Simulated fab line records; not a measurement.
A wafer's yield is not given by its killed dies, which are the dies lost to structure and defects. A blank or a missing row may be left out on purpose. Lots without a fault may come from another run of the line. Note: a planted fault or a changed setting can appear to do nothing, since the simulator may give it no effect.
Struck lot and sound lot, side by side | flow n5-finfet | 37 out of 1938 route steps
Sound: the wafers L185.2, L185.5, L185.6. Struck: wafers L172.1, L172.3, L172.5. The cause is given at the end.
Order at every step that has rows: each side's tool, ch and its chambers, its first start. Under that, the readings that differ: sound wafers | struck wafers | difference of the means | sigmas: that difference in standard deviations of wafers without a fault.
alike: a reading whose means differ by less than 2 such deviations, as well as words and numbers matching on both sides. not compared: withheld readings; readings where some wafer has no value; bounds like >300 that might hide an equal value; numbers whose values overlap and for which the record gives no deviation.
A row with sigmas, a row that says differs or no value, or rows on one side alone: a step with any of these is where the two part. Numbers that have no deviation but don't overlap get no sigmas and don't part them. A reading that every wafer of one side lacks parts them only if that side has two wafers or more.

first, 9 steps without rows for these wafers: N5_BEOL_M4_ANNEAL_95 (time 240 s); N5_BEOL_M4_SPUTTER_96 (material Cu, target thk 4.5 nm, time 8.29 s); N5_BEOL_M4_ECD_50 (material Cu, target thk 300 nm); N5_BEOL_M4_ANNEAL_51 (time 90 s); N5_BEOL_M4_CMP_52 (polishes, stops on SiOC, t overpolish 6.8 s, target thk 40 nm); N5_BEOL_M4_PRE_CLEAN_60 (time 15 s); N5_BEOL_M4_CO_CAP_55 (material Co, precursor CCTBA/H2, target thk 2 nm, time 102.1 s); N5_BEOL_M4_PRE_CLEAN_56 (time 15 s); N5_BEOL_M4_DEP_57 (deposits SiCN from 3MS/NH3, target thk 8 nm, time 14 s).
N5_BEOL_M4_RC_MEAS_101:
  sound on prober-02 ch 0, day 13 03:07; struck on prober-01 ch 0, day 9 03:44
  reading       | sound          | struck         | difference | sigmas
  SS_N (mV/dec) | 72.7 73.4 72.5 | 71.8 71.0 70.9 | -1.6       | -2
  alike: DIBL_N, DIBL_P, IOFF_N, IOFF_P, ION_N, ION_P, SS_P, VT_N, VT_P
then, 24 steps without rows for these wafers: N5_BEOL_M5_ILD_DEP_00 (deposits SiCOH lowk from DEMS/porogen, target thk 140.64 nm, time 25.9 s); N5_BEOL_M5_CURE_79 (cures SiCOH lowk, time 240 s); N5_BEOL_M5_PECVD_70 (deposits SiO2 from TEOS/O2, target thk 16 nm, time 18 s); N5_BEOL_M5_HM_DEP_02 (deposits TiN, target thk 20 nm); N5_BEOL_M5_COAT_59 (time 60 s, resist thk 60 nm); N5_BEOL_M5_COAT_60 (time 60 s, resist thk 12 nm); N5_BEOL_M5_COAT_71 (time 60 s, resist thk 5 nm); N5_BEOL_M5_COAT_05 (resist thk 30 nm); N5_BEOL_M5_EBR_07; N5_BEOL_M5_SOFTBAKE_06 (time 60 s); N5_BEOL_M5_EXPOSE_08 (exposes mask M5, target cd 28 nm); N5_BEOL_M5_PEB_09 (peb time 60 s); N5_BEOL_M5_DEVELOP_10 (develop time 30 s); N5_BEOL_M5_DESCUM_16 (chemistry O2, time 7 s); N5_BEOL_M5_ETCH_72 (etches underlayer in N2/H2, target depth 6.5 nm, time 5.2 s); N5_BEOL_M5_ETCH_61 (etches SiARC in CF4, target depth 15.6 nm, time 26 s); N5_BEOL_M5_ETCH_62 (etches SOC in N2/H2, target depth 75 nm, overetch 15 nm, time 112.5 s); N5_BEOL_M5_STRIP_63 (strips in N2/H2); N5_BEOL_M5_STRIP_73 (strips in N2/H2); N5_BEOL_M5_STRIP_64 (strips in CF4); N5_BEOL_M5_HM_OPEN_17 (chemistry Cl2/BCl3, target TiN, target depth 20 nm, overetch 6 nm); N5_BEOL_M5_STRIP_19 (strips in O2); N5_BEOL_M5_COAT_65 (time 60 s, resist thk 60 nm); N5_BEOL_M5_COAT_66 (time 60 s, resist thk 12 nm).
N5_BEOL_M9_SPUTTER_48: material Cu, target thk 12 nm, time 2 s.
  sound: pvd-sputter-02 at day 15 00:22; struck: pvd-sputter-02 at day 11 02:32
  no value came back on the struck wafers for any of 5 readings (bias-v (V), cathode-dc-power-W (W) and others); on the sound wafers bias-v (V) reads 59.2 59.3 59.6
N5_BEOL_M9_CMP_52: polishes, stops on SiCOH lowk, t overpolish 7 s, target thk 140 nm.
  sound on cmp-03 ch 2,3, day 15 01:12; struck on cmp-02 ch 1,2,3, day 11 03:41
  reading                | sound    | struck | difference | sigmas
  time-to-endpoint-s (s) | 68 70 70 | 3 0 0  | -68        | -18
  alike: clearing-platen-rpm, edge-zone-pressure-frac, motor-current-A
-- the record jumps here: 2 days lie between the struck wafers' starts before and after (it left off in module BEOL_M9 and takes up again in module PASSIVATION, whose first step shown is number 1936 of the route) --
N5_PASSIVATION_PROBE_49:
  sound: prober-02 at day 17 10:45; struck: prober-01 at day 13 07:23
  reading                  | sound          | struck         | difference | sigmas
  defect-limited-yield (%) | 89.7 89.2 90.3 | 0 0 0          | -90        | -60
  killed_at_M4_up          | 17 31 23       | 1082 1103 1097 | +1070      | +99 or more
  killed-dies              | 121 127 115    | 1180 1180 1180 | +1059      | +59
  killed-on-rim            | 20 18 25       | 152 152 152    | +131       | +32
  sort_bin_5_function (%)  | 4.7 6.3 5.8    | 96.4 96.4 97.4 | +91.1      | +83
  sort-n-pass              | 1059 1053 1065 | 0 0 0          | -1059      | -59
  sort-yield-pct (%)       | 89.7 89.2 90.3 | 0 0 0          | -90        | -60
  alike: killed_at_M0_to_M3, killed-at-contacts, killed-at-front-end, killed-at-other, killed-open, killed-short, sort_bin_6_memory

## WHERE THEY PART
First at N5_BEOL_M4_RC_MEAS_101; last, within this record, at N5_PASSIVATION_PROBE_49.

WHY: the cause the simulator had injected
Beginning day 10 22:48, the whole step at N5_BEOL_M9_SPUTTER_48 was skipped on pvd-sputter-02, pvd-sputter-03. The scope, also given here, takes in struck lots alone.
